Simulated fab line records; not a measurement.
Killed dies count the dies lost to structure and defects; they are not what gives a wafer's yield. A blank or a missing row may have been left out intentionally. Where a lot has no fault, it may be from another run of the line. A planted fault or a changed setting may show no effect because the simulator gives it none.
fab line records	flow n5-finfet
record: lots: 9	wafers: 27	last-day: 19
route steps=1938 shown BEOL_M3@933 BEOL_M4@1111 PASSIVATION@1936
lots that met no fault: taken from a fault-free run of the same line
start-h: start of the lot's first displayed wafer, in hours after the record's first day	wait-h: how many hours have passed since the lot's step before this one	" identical to the entry in the row above	L1.1+2: a single row standing in for several wafers	- no value, or no start was given	* or withheld: withheld	< > ~ a bound
route shown NAME@n: a module of which the file shows steps, and the number in the route of the first	usual: mean/standard deviation of fault-free wafers	same: alike in all rows	chamber/n: place in a boat	sites: readings site by site	_std_site: the values' standard deviation	_edge_site: mean of outer sites minus mean of inner sites	radius-mm: how far each site lies from the wafer's centre	mask NAME#n: copy n	behind: the last tool/chamber to shape the wafer	hold: why the lot went on hold/how many hours it stayed there/how the hold came to an end	device: transistor that didn't switch, given as n, p or np	end of line: tests of these same wafers at the route's end	a step with no rows: only its recipe	killed: dies lost to structure and defects at the first sort, not the wafer's yield	map: dies across one wafer; x = killed, . = not, _ = none there
set.NAME: the setting as run; set.NAME@STEP: as run at that earlier step	model.NAME: the simulator's own value behind a step, which no gauge read
one table for each step of the route and one row for each wafer, over a sample of lots
services: when a tool's chamber went out of use (start-h, in hours from the record's first day, below 0 if earlier), for how many hours, and the reason
== steps ==
step: N5_BEOL_M3_PECVD_72
recipe: material: SiO2	target-thk-a: 160	temp-c: 400	precursor: TEOS/O2	pressure-torr: 5.5	rf-w: 450	teos-flow-sccm: 53.8	gas: O2	flow-sccm: 3000	time-s: 18
usual: heater-power-w: 728/110	showerhead-plenum-p-Torr: 8.81/0.087	showerhead-vpp-V: 1270/54	susceptor-temp-C: 400.00/0.26	throttle-valve-pct: 22.3/1.2
lot.wafer	tool	chamber	start-h	wait-h	heater-power-w	showerhead-plenum-p-Torr	showerhead-vpp-V	susceptor-temp-C	throttle-valve-pct
L397.1	pecvd-04	0	197.21	0.0	671	8.86	1345	400.18	23.3
L397.3	"	1	"	"	749	8.67	1183	399.71	21.6
L397.4	"	2	"	"	880	8.85	1288	400.07	21.6
L399.1	pecvd-01	0	207.06	0.0	684	8.78	1289	399.75	21.5
L399.4	"	1	"	"	590	8.98	1226	399.95	24.8
L399.6	"	1	"	"	596	8.98	1233	400.14	24.6
L400.1	pecvd-01	0	220.74	0.0	729	8.81	1282	400.20	21.4
L400.3	"	1	"	"	693	8.98	1223	400.32	25.0
L400.4	"	0	"	"	720	8.79	1296	400.33	21.3
L401.3	pecvd-04	0	224.37	0.0	713	8.83	1344	399.45	23.2
L401.4	"	2	"	"	882	8.86	1304	400.27	21.7
L401.6	"	0	"	"	694	8.82	1319	399.44	23.1
L408.2	pecvd-04	2	267.04	0.0	961	8.85	1277	399.83	21.7
L408.3	"	1	"	"	728	8.68	1168	400.01	21.5
L408.6	"	2	"	"	929	8.88	1266	400.16	21.3
L407.1	pecvd-04	2	269.35	0.0	929	8.85	1279	400.62	21.7
L407.3	"	1	"	"	743	8.65	1183	399.71	21.2
L407.6	"	1	"	"	741	8.66	1180	-	21.3
L410.1	pecvd-04	1	269.84	0.0	714	8.69	1155	400.01	21.5
L410.2	"	2	"	"	933	8.86	1292	400.05	21.4
L410.6	"	0	"	"	695	8.85	1354	-	23.3
L413.1	pecvd-02	2	295.07	0.0	839	8.83	1235	399.68	22.8
L413.2	"	1	"	"	768	8.70	1312	400.01	21.2
L413.5	"	2	"	"	836	8.82	1233	399.91	22.8
L416.2	pecvd-02	2	312.42	0.0	739	8.83	1224	399.55	23.0
L416.3	"	0	"	"	609	8.85	1308	399.81	22.9
L416.6	"	2	"	"	759	8.84	1209	400.20	23.1
step: N5_BEOL_M3_ANNEAL_93
recipe: temp-c: 400	time-s: 240	ambient: vacuum
usual: heater-power-w: 784/91	susceptor-temp-C: 400.00/0.22	susceptor_temp_C_max: 401.0/0.39
lot.wafer	tool	chamber	start-h	wait-h	heater-power-w	susceptor-temp-C	susceptor_temp_C_max
L397.1	pvd-sputter-01	-	205.25	0.0	879	400.29	401.0
L397.3	"	-	"	"	738	399.75	401.1
L397.4	"	-	"	"	894	400.14	400.8
L399.1	pvd-sputter-02	-	219.49	0.0	698	399.96	400.6
L399.4	"	-	"	"	803	400.32	401.5
L399.6	"	-	"	"	980	399.82	400.6
L400.1	pvd-sputter-03	-	231.58	0.0	860	400.00	401.0
L400.3	"	-	"	"	688	400.17	400.7
L400.4	"	-	"	"	727	400.18	401.5
L401.3	pvd-sputter-03	-	238.31	0.0	660	399.87	400.9
L401.4	"	-	"	"	684	400.10	400.9
L401.6	"	-	"	"	870	399.88	400.8
L408.2	pvd-sputter-03	-	276.97	0.0	860	400.04	400.6
L408.3	"	-	"	"	667	399.85	401.3
L408.6	"	-	"	"	867	400.07	401.0
L407.1	pvd-sputter-02	-	290.21	0.0	698	399.90	400.6
L407.3	"	-	"	"	691	399.72	400.5
L407.6	"	-	"	"	691	400.16	401.2
L410.1	pvd-sputter-01	-	293.97	0.0	870	399.73	400.4
L410.2	"	-	"	"	770	400.26	401.0
L410.6	"	-	"	"	734	399.58	400.7
L413.1	pvd-sputter-02	-	307.74	0.0	804	400.28	401.4
L413.2	"	-	"	"	938	400.03	401.4
L413.5	"	-	"	"	687	399.91	400.5
L416.2	pvd-sputter-01	-	320.71	0.0	910	399.88	400.9
L416.3	"	-	"	"	733	399.64	401.1
L416.6	"	-	"	"	737	399.63	400.5
step: N5_BEOL_M3_SPUTTER_94
recipe: material: Cu	target-thk-a: 45	temp-c: -20	chamber-pressure-pa: 0.07	power-w: withheld	time-s: 8.29
usual: susceptor-temp-C: -20.01/0.1	throttle-valve-pct: 29.9/1
lot.wafer	tool	chamber	start-h	wait-h	susceptor-temp-C	throttle-valve-pct
L397.1	pvd-sputter-01	-	205.39	0.1	-20.03	27.9
L397.3	"	-	"	"	-20.01	31.1
L397.4	"	-	"	"	-20.08	29.5
L399.1	pvd-sputter-02	-	219.63	0.1	-19.84	31.9
L399.4	"	-	"	"	-20.03	29.7
L399.6	"	-	"	"	-20.07	29.9
L400.1	pvd-sputter-03	-	231.72	0.1	-20.11	28.7
L400.3	"	-	"	"	-19.89	30.6
L400.4	"	-	"	"	-19.88	30.7
L401.3	pvd-sputter-03	-	238.45	0.1	-20.05	29.0
L401.4	"	-	"	"	-20.06	30.4
L401.6	"	-	"	"	-19.99	28.4
L408.2	pvd-sputter-03	-	277.11	0.1	-19.93	28.6
L408.3	"	-	"	"	-20.11	29.0
L408.6	"	-	"	"	-19.95	28.5
L407.1	pvd-sputter-02	-	290.35	0.1	-19.97	31.9
L407.3	"	-	"	"	-19.98	30.5
L407.6	"	-	"	"	-20.10	31.9
L410.1	pvd-sputter-01	-	294.11	0.1	-20.10	27.9
L410.2	"	-	"	"	-20.07	30.0
L410.6	"	-	"	"	-20.14	31.0
L413.1	pvd-sputter-02	-	307.88	0.1	-19.91	29.6
L413.2	"	-	"	"	-19.81	30.0
L413.5	"	-	"	"	-20.08	31.7
L416.2	pvd-sputter-01	-	320.85	0.1	-20.07	29.7
L416.3	"	-	"	"	-19.84	30.8
L416.6	"	-	"	"	-19.95	31.1
step: N5_BEOL_M3_CMP_52
recipe: stop-on: SiOC	t-overpolish-s: 6.8	down-force-psi: 1	platen-rpm: 50	clearing-platen-down-force-psi: 1.5	clearing-platen-rpm: 50	post-cmp-clean: cu-alkaline	target-thk-nm: 40	clearing-platen-pad-velocity-m-s: 0.99484	pad-velocity-m-s: 0.99484
usual: barrier-field-endpoint-s: 24.9/0.65	motor-current-A: 6.0/0.39	slurry-flow-ml-min: 150.0/0.48
lot.wafer	tool	chamber	start-h	wait-h	barrier-field-endpoint-s	motor-current-A	slurry-flow-ml-min
L397.4	cmp-01	0	206.10	0.1	26.2	5.8	149.9
L397.1	"	2	"	"	24.9	6.7	149.9
L397.3	"	3	"	"	26.7	5.3	149.8
L399.4	cmp-04	1	220.34	0.1	24.3	6.6	149.8
L399.1	"	3	"	"	24.6	6.1	150.3
L399.6	"	1	"	"	24.5	6.4	149.6
L400.4	cmp-03	1	232.75	0.2	25.1	5.9	150.0
L400.3	"	2	"	"	25.0	5.7	149.5
L400.1	"	3	"	"	24.3	5.6	150.5
L401.4	cmp-01	0	239.18	0.1	25.5	5.7	149.7
L401.3	"	2	"	"	25.3	6.5	150.1
L401.6	"	1	"	"	25.5	6.4	149.6
L408.3	cmp-03	0	278.14	0.3	24.6	5.9	150.3
L408.2	"	2	"	"	25.1	5.6	150.2
L408.6	"	0	"	"	25.7	6.2	150.5
L407.3	cmp-04	3	291.51	0.4	23.8	6.4	149.4
L407.1	"	0	"	"	25.1	5.4	150.6
L407.6	"	1	"	"	19.6	6.5	150.6
L410.1	cmp-04	3	294.86	0.3	24.5	6.0	150.7
L410.2	"	0	"	"	25.6	5.6	148.8
L410.6	"	2	"	"	20.7	6.6	150.5
L413.1	cmp-03	2	308.63	0.3	25.2	5.4	149.8
L413.2	"	0	"	"	25.0	6.2	149.9
L413.5	"	2	"	"	25.2	5.4	150.1
L416.2	cmp-03	3	321.63	0.3	24.5	5.4	149.5
L416.3	"	0	"	"	24.8	6.0	149.1
L416.6	"	2	"	"	24.3	5.6	151.2
step: N5_BEOL_M3_RS_MEAS_58
recipe: thk-meas-gauge: four-point-probe	reads: Co_of_BEOL_M3_CO_CAP_55+Cu_of_BEOL_M3_ECD_50+Co_of_BEOL_M3_CVD_47+TaN_of_BEOL_M3_ALD_84
usual: M3_RS: 0.67/0.037
lot.wafer	tool	chamber	start-h	wait-h	M3_RS[ohm/sq]
L397.1	film-metro-02	-	206.65	0.0	0.67
L397.3	"	-	"	"	0.67
L397.4	"	-	"	"	0.61
L399.1	film-metro-01	-	220.89	0.0	0.67
L399.4	"	-	"	"	0.64
L399.6	"	-	"	"	0.65
L400.1	film-metro-02	-	233.28	0.0	0.66
L400.3	"	-	"	"	0.68
L400.4	"	-	"	"	0.65
L401.3	film-metro-02	-	239.82	0.1	0.66
L401.4	"	-	"	"	0.62
L401.6	"	-	"	"	0.68
L408.2	film-metro-02	-	278.69	0.1	0.70
L408.3	"	-	"	"	0.70
L408.6	"	-	"	"	0.63
L407.1	film-metro-01	-	291.99	0.0	0.68
L407.3	"	-	"	"	0.71
L407.6	"	-	"	"	0.66
L410.1	film-metro-02	-	295.41	0.1	0.71
L410.2	"	-	"	"	0.67
L410.6	"	-	"	"	0.68
L413.1	film-metro-01	-	309.15	0.0	0.73
L413.2	"	-	"	"	0.71
L413.5	"	-	"	"	0.71
L416.2	film-metro-02	-	322.15	0.1	0.72
L416.3	"	-	"	"	0.71
L416.6	"	-	"	"	0.66
step: N5_BEOL_M4_RC_MEAS_101
usual: DIBL_N: 35.8/1.7	DIBL_P: 35.3/2	IOFF_N: 0.150/0.026	IOFF_P: 0.194/0.029	ION_N: 667/11	ION_P: 456/7.1	SS_N: 71.4/0.65	SS_P: 73.1/0.64	VT_N: 251/3	VT_P: -252/3.2
lot.wafer	tool	chamber	start-h	wait-h	DIBL_N[mV/V]	DIBL_P[mV/V]	IOFF_N[nA/um]	IOFF_P[nA/um]	ION_N[uA/um]	ION_P[uA/um]	SS_N[mV/dec]	SS_P[mV/dec]	VT_N[mV]	VT_P[mV]
L397.1	prober-02	0	244.26	0.0	36.4	35.5	0.157	0.188	673	457	71.0	72.8	251	-249
L397.3	"	0	"	"	37.6	37.3	0.187	0.220	688	463	71.5	73.7	246	-249
L397.4	"	0	"	"	34.9	33.0	0.123	0.159	658	450	70.8	73.2	256	-253
L399.1	prober-02	0	260.43	0.0	34.8	34.4	0.118	0.165	659	450	70.4	72.9	254	-255
L399.4	"	0	"	"	35.6	35.2	0.126	0.167	649	448	71.1	72.2	254	-256
L399.6	"	0	"	"	34.6	33.4	0.110	0.152	638	445	70.9	72.4	257	-259
L400.1	prober-02	0	269.99	0.0	34.0	35.8	0.141	0.208	676	468	70.9	72.7	250	-249
L400.3	"	0	"	"	32.6	33.2	0.123	0.172	667	458	70.8	71.9	251	-251
L400.4	"	0	"	"	36.1	38.3	0.184	0.250	680	468	71.3	73.2	247	-243
L401.3	prober-01	0	273.25	0.3	36.8	35.8	0.160	0.220	670	466	71.6	73.3	251	-246
L401.4	"	0	"	"	36.0	34.6	0.148	0.216	672	463	71.1	73.3	250	-245
L401.6	"	0	"	"	36.3	36.0	0.154	0.232	666	463	71.7	73.3	250	-246
L408.2	prober-02	0	313.86	0.2	36.2	37.5	0.165	0.234	667	458	71.4	74.2	244	-247
L408.3	"	0	"	"	37.0	36.5	0.162	0.206	678	464	71.6	73.9	249	-249
L408.6	"	0	"	"	35.2	35.8	0.137	0.201	659	459	71.2	73.3	250	-250
L407.1	prober-01	0	317.67	0.0	38.3	35.3	0.186	0.213	669	456	72.2	73.8	247	-252
L407.3	"	0	"	"	36.9	34.6	0.161	0.204	677	466	71.9	73.9	249	-251
L407.6	"	0	"	"	37.8	34.8	0.171	0.199	688	464	72.1	73.1	248	-250
L410.1	prober-01	0	327.92	0.2	38.3	35.3	0.174	0.187	662	449	72.7	73.4	247	-253
L410.2	"	0	"	"	34.6	32.8	0.125	0.152	664	457	70.5	71.7	250	-254
L410.6	"	0	"	"	37.8	36.3	0.165	0.194	672	459	71.2	72.6	249	-252
L413.1	prober-01	0	338.72	0.0	33.6	33.6	0.139	0.173	664	454	70.7	72.6	250	-253
L413.2	"	0	"	"	33.7	32.3	0.123	0.147	652	452	70.9	71.9	254	-257
L413.5	"	0	"	"	33.3	32.0	0.122	0.149	652	445	70.9	72.5	251	-256
L416.2	prober-02	0	349.58	0.2	36.4	37.8	0.167	0.192	676	457	71.4	73.8	247	-252
L416.3	"	0	"	"	32.1	30.6	0.103	0.114	649	443	70.6	71.6	255	-260
L416.6	"	0	"	"	38.1	38.0	0.195	0.186	674	452	72.7	73.5	247	-255
step: N5_PASSIVATION_PROBE_49
usual: defect-limited-yield: 91.5/1.4	killed_at_M0_to_M3: 34/11	killed_at_M4_up: 15/6	killed-at-contacts: 11/5.9	killed-at-front-end: 37/11	killed-at-other: 3.6/2.9	killed-dies: 101/17	killed-open: 66/12	killed-short: 33/7.8	sort_bin_5_function: 5.0/0.97	sort_bin_6_memory: 3.2/0.65	sort_bin_8_speed: 0.02/0.2	sort-n-pass: 1079/17	sort-yield-pct: 91.4/1.4
same: gross-dies: 1180	killed-at-back-side: 0	sort_bin_4_leakage[%]: 0
lot.wafer	tool	chamber	start-h	wait-h	defect-limited-yield[%]	killed_at_M0_to_M3	killed_at_M4_up	killed-at-contacts	killed-at-front-end	killed-at-other	killed-dies	killed-open	killed-short	sort_bin_5_function[%]	sort_bin_6_memory[%]	sort_bin_8_speed[%]	sort-n-pass	sort-yield-pct[%]
L399.1	prober-01	-	363.66	0.5	92.8	31	22	5	26	1	85	60	25	4.3	2.6	0	1095	92.8
L399.4	prober-01	-	363.81	0.6	89.8	39	46	10	21	4	120	84	35	6.5	3.1	0	1060	89.8
L399.6	prober-01	-	363.91	0.7	89.5	46	31	8	31	8	124	75	48	6.3	4.0	0	1056	89.5
L400.1	prober-02	-	376.09	0.0	91.7	44	15	11	27	1	98	75	19	4.8	3.2	0	1082	91.7
L400.3	prober-02	-	376.19	0.1	91.8	34	16	17	29	1	97	66	30	5.0	3.1	0	1083	91.8
L400.4	prober-02	-	376.24	0.2	90.5	30	14	14	53	1	112	83	29	5.8	3.5	0	1068	90.5
L408.2	prober-01	-	423.70	0.1	93.0	19	4	19	36	5	83	49	32	3.3	3.6	0	1097	93.0
L408.3	prober-01	-	423.75	0.1	91.4	29	16	12	40	5	102	60	39	5.5	3.0	0	1078	91.4
L408.6	prober-01	-	423.90	0.3	93.7	19	11	6	36	2	74	46	25	3.4	2.5	0	1106	93.7
L410.1	prober-01	-	440.37	0.0	90.7	36	20	13	35	6	110	69	41	5.3	3.9	0	1070	90.7
L410.2	prober-01	-	440.42	0.1	92.5	29	19	15	24	2	89	62	27	4.3	3.1	0	1091	92.5
L410.6	prober-01	-	440.62	0.3	89.2	43	21	28	36	0	128	94	34	7.2	3.5	0	1052	89.2
L416.2	prober-02	-	462.30	0.1	92.1	43	4	11	30	5	93	57	33	4.1	3.6	0	1087	92.1
L416.3	prober-02	-	462.35	0.1	88.8	55	9	14	48	6	132	89	43	7.3	3.6	0.08	1047	88.7
L416.6	prober-02	-	462.50	0.3	92.1	35	9	5	44	0	93	61	32	4.6	3.2	0	1087	92.1
killed by level:class
L399.1 BEOL_M4:geometric-particle:open=12 BEOL_M3:geometric-particle:open=8 BEOL_M0_SAQP:geometric-particle:short=6 FIN_SAQP:geometric-particle:open=5 MOL_CONTACT_COAG:geometric-particle:open=5 ILD0:geometric-particle:short=4 BEOL_M2:geometric-particle:open=4 BEOL_M0:geometric-particle:open=4
L399.4 BEOL_M4:geometric-particle:open=22 BEOL_M0_SAQP:geometric-particle:open=13 MOL_CONTACT_COAG:geometric-particle:open=10 BEOL_M0_SAQP:geometric-particle:short=9 BEOL_M5:geometric-particle:open=9 BEOL_M4:geometric-particle:short=6 STI_FIN_REVEAL:geometric-particle:open=5 ILD0:geometric-particle:open=4
L399.6 BEOL_M4:geometric-particle:open=16 BEOL_M0_SAQP:geometric-particle:short=14 BEOL_M0_SAQP:geometric-particle:open=12 FIN_SAQP:geometric-particle:open=10 STARTING-WAFER:geometric-particle:short=7 PASS1_CAP:geometric-particle:short=7 BEOL_M3:geometric-particle:open=6 DUMMY_GATE:geometric-particle:open=5
L400.1 BEOL_M1:geometric-particle:open=12 BEOL_M2:geometric-particle:open=10 MOL_CONTACT_COAG:geometric-particle:open=9 BEOL_M4:geometric-particle:open=9 STI_FIN_REVEAL:geometric-particle:open=7 BEOL_M0_SAQP:geometric-particle:short=7 BEOL_M3:geometric-particle:open=5 GATE_CUT:geometric-particle:open=4
L400.3 BEOL_M0_SAQP:geometric-particle:short=11 MOL_CONTACT_COAG:geometric-particle:open=11 BEOL_M4:geometric-particle:open=10 BEOL_M0_SAQP:geometric-particle:open=7 FIN_SAQP:geometric-particle:open=6 MOL_CONTACT_COAG:geometric-particle:short=5 GATE_CUT:geometric-particle:short=5 BEOL_M1:geometric-particle:open=5
L400.4 FIN_SAQP:geometric-particle:open=20 MOL_CONTACT_COAG:geometric-particle:open=11 BEOL_M4:geometric-particle:open=9 BEOL_M0_SAQP:geometric-particle:open=7 BEOL_M0_SAQP:geometric-particle:short=7 STI_FIN_REVEAL:geometric-particle:open=6 BEOL_M1:geometric-particle:open=6 BEOL_M2:geometric-particle:open=5
L408.2 MOL_CONTACT_COAG:geometric-particle:open=13 FIN_SAQP:geometric-particle:short=12 STI_FIN_REVEAL:geometric-particle:open=8 BEOL_M0_SAQP:geometric-particle:open=8 MOL_CONTACT_COAG:geometric-particle:short=5 BEOL_M0_SAQP:geometric-particle:short=4 STARTING-WAFER:geometric-particle:open=4 FIN_SAQP:geometric-particle:open=3
L408.3 BEOL_M2:geometric-particle:open=10 STI_FIN_REVEAL:geometric-particle:open=8 MOL_CONTACT_COAG:geometric-particle:open=8 BEOL_M4:geometric-particle:open=8 FIN_SAQP:geometric-particle:short=6 STI_FIN_REVEAL:geometric-particle:short=4 BEOL_M0_SAQP:geometric-particle:short=4 SPACER0:geometric-particle:open=4
L408.6 FIN_SAQP:geometric-particle:short=7 FIN_SAQP:geometric-particle:open=7 MOL_CONTACT_COAG:geometric-particle:open=6 BEOL_M0_SAQP:geometric-particle:open=5 BEOL_M4:geometric-particle:open=5 BEOL_M2:geometric-particle:open=4 STI_FIN_REVEAL:geometric-particle:open=3 ILD0:geometric-particle:open=3
L410.1 MOL_CONTACT_COAG:geometric-particle:open=10 FIN_SAQP:geometric-particle:open=8 BEOL_M0_SAQP:geometric-particle:open=8 STI_FIN_REVEAL:geometric-particle:open=7 BEOL_M0_SAQP:geometric-particle:short=6 BEOL_M3:geometric-particle:open=6 BEOL_M4:geometric-particle:open=6 BEOL_M5:geometric-particle:open=6
L410.2 STI_FIN_REVEAL:geometric-particle:open=13 MOL_CONTACT_COAG:geometric-particle:open=13 BEOL_M0_SAQP:geometric-particle:short=6 BEOL_M0:geometric-particle:short=6 BEOL_M5:geometric-particle:open=6 BEOL_M1:geometric-particle:open=5 BEOL_M4:geometric-particle:open=5 BEOL_M2:geometric-particle:open=4
L410.6 MOL_CONTACT_COAG:geometric-particle:open=23 STI_FIN_REVEAL:geometric-particle:open=16 BEOL_M4:geometric-particle:open=13 FIN_SAQP:geometric-particle:short=8 BEOL_M2:geometric-particle:open=8 BEOL_M3:geometric-particle:open=6 BEOL_M0:geometric-particle:open=6 BEOL_M0_SAQP:geometric-particle:short=6
L416.2 BEOL_M1:geometric-particle:open=16 BEOL_M0_SAQP:geometric-particle:short=10 MOL_CONTACT_COAG:geometric-particle:open=7 BEOL_M2:geometric-particle:open=6 FIN_SAQP:geometric-particle:short=5 FIN_SAQP:geometric-particle:open=4 STI_FIN_REVEAL:geometric-particle:open=4 GATE_CUT:geometric-particle:short=4
L416.3 BEOL_M0_SAQP:geometric-particle:open=16 STI_FIN_REVEAL:geometric-particle:open=11 BEOL_M3:geometric-particle:open=11 BEOL_M2:geometric-particle:open=11 MOL_CONTACT_COAG:geometric-particle:open=10 BEOL_M0_SAQP:geometric-particle:short=8 GATE_CUT:geometric-particle:short=6 FIN_SAQP:geometric-particle:open=5
L416.6 STI_FIN_REVEAL:geometric-particle:open=10 BEOL_M2:geometric-particle:open=9 BEOL_M0_SAQP:geometric-particle:open=8 BEOL_M3:geometric-particle:open=6 DUMMY_GATE:geometric-particle:short=4 DUMMY_GATE:geometric-particle:open=4 GATE_CUT:geometric-particle:open=4 BEOL_M0_SAQP:geometric-particle:short=4
== services ==
tool	chamber	start-h	hours	kind
cmp-03	-	193.45	7.5	pm
pecvd-01	-	195.97	1.0	repair
pecvd-01	0	199.32	2.1	scheduled-down
pecvd-01	2	202.38	-	clean
pecvd-01	2	202.38	-	consumable-replace:showerhead
pecvd-01	2	202.38	29.0	scheduled-down
pecvd-01	2	202.38	29.0	vent-cycle
cmp-01	-	209.94	0.7	repair
cmp-04	-	210.22	3.0	repair
cmp-03	-	212.44	7.1	pm
cmp-04	-	222.11	5.8	pm
pecvd-01	-	227.82	5.1	repair
pvd-sputter-02	-	228.43	5.9	repair
cmp-03	-	246.75	0.9	repair
pecvd-04	0	248.19	5.5	scheduled-down
cmp-04	-	254.38	2.5	repair
cmp-01	-	263.67	4.0	pm
pecvd-04	0	263.69	2.1	scheduled-down
cmp-03	-	265.61	2.3	repair
cmp-01	-	267.67	-	consumable-replace:conditioner
cmp-03	-	273.08	2.2	repair
pecvd-01	-	284.69	6.0	pm
pecvd-04	2	294.97	5.5	scheduled-down
pecvd-02	-	308.73	1.0	repair
== key ==
first-sign: step: N5_BEOL_M3_CMP_52	reading: barrier-field-endpoint-s	direction: down	sigmas: 7.4	usual: 24.9	struck: 20.2
effect none on later readings
met-at N5_BEOL_M3_PECVD_72
struck-lots L407,L410
struck-wafers L407.6,L410.6
not-acting-at N5_BEOL_M3_ANNEAL_93,N5_BEOL_M3_SPUTTER_94,N5_BEOL_M3_RS_MEAS_58
onset-between 267.04 269.35
fault: kind: process-parameter-drift	tool: pecvd-04	chamber: -	onset-h: 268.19	steps: N5_BEOL_M3_PECVD_72	channel: time-s	offset: *	shape: step	end-h: 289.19	scope: struck-wafers-only	acts-in: *	stated: *
